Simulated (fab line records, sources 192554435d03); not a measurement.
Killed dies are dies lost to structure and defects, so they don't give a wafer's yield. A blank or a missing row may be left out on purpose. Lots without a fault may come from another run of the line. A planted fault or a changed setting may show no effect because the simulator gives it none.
Problem report in the 8D (eight disciplines) form, filled by code | flow n5_finfet | the parts of the form that need people (team, actions taken, sign-off) are left out

1. THE PROBLEM
etch_rf_on_time_s at N5_PASSIVATION_VIA_ETCH_13 reads a mean of 204 s on 2 wafers of 2 lots; wafers without a fault read 234 s with a standard deviation of 5.7. That is -5.2 standard deviations from the usual mean.
The step: etches SiO2 in CHF3/O2, target depth 660 nm, time 330 s.
First seen on wafer L439.5, day 18 01:29, on rie_diel-05. The record holds 28 wafers of 10 lots with a number at this step. Rule for "out", or "out of limits": more than 4 standard deviations from the usual mean. The other wafers with a number count as sound.

2. WHAT IT IS AND WHAT IT IS NOT
question                    | is                       | is not
which readings at this step | etch_rf_on_time_s        | drypump_motor_current_A, oes_f_703_au, oes_product_au, showerhead_plenum_p_Torr, throttle_valve_pct
which lots                  | L439, L440               | L428, L429, L432, L434, L435, L436, L444, L447
which wafers of those lots  | L439.5, L440.5           | L439.1, L440.6
read on which tools         | rie_diel-03, rie_diel-05 | rie_diel-02
when                        | from day 18 01:29        | up to then (19 sound wafers); but 7 sound wafers of L440, L444, L447 came after

3. SUSPECTS, AND WHAT RULES EACH OUT
Counting: a tool at a process step up to the reading stays a suspect if it ran every lot that is out. Sound lots after the first of them don't rule it out here, since some wafers of a struck lot are sound.
- rie_diel-06 at N5_MIM_BOT_LITHO_DESCUM_10 (chemistry O2, time 7.9 s): kept. It ran every lot that is out, first L439 (day 17 22:12); its last sound lot up to then is L429 (day 14 16:38).
- pecvd-01 at N5_PASSIVATION_PECVD_55 (deposits SiO2 from SiH4/N2O, target thk 400 nm, time 22.5 s): kept. It ran every lot that is out, first L439 (day 17 23:05); its last sound lot up to then is L436 (day 17 13:03).
- Within rie_diel-06 at N5_MIM_BOT_LITHO_DESCUM_10: the wafers that are out ran in chambers 1, 2; their sound lot-mates ran in chamber 3.
- Within pecvd-01 at N5_PASSIVATION_PECVD_55: the wafers that are out ran in chambers 0, 2; their sound lot-mates ran in chamber 1.
Left after counting: rie_diel-06 at N5_MIM_BOT_LITHO_DESCUM_10, pecvd-01 at N5_PASSIVATION_PECVD_55.

4. THE CAUSE (what the simulator had put in)
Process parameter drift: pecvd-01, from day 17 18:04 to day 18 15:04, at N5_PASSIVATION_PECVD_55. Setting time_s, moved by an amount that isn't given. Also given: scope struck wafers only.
Counting left 2 suspects, and this tool is among them.

5. THE CHAIN OF EFFECTS, in route order
Each row: a reading whose mean over the struck wafers that have a number lies more than 3 standard deviations from the usual. Only readings for which the record gives a usual standard deviation are gone through. hours: the time from each lot's start at the first step in this table that gives one to its start at this step, as a median over the lots. sigmas: the change in usual standard deviations.
hours | step                       | reading           | usual | on struck wafers | change | sigmas
0     | N5_PASSIVATION_VIA_ETCH_13 | etch_rf_on_time_s | 234 s | 204              | -30    | -5.2
The process steps in it:
- N5_PASSIVATION_VIA_ETCH_13: etches SiO2 in CHF3/O2, target depth 660 nm, time 330 s.

6. WHAT WOULD HAVE CAUGHT IT SOONER
In this record the first reading out of limits was taken at day 18 01:29, 7 hours after the fault began at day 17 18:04.
Of the tool readings at N5_PASSIVATION_PECVD_55 for which the record gives a usual standard deviation, none was out on any struck wafer, so an alarm limit of 4 standard deviations on them would not have fired.
Of the lots that are out (2), L440 began N5_PASSIVATION_PECVD_55 on pecvd-01 after day 18 01:29. A hold on the tool at that time would have spared it.
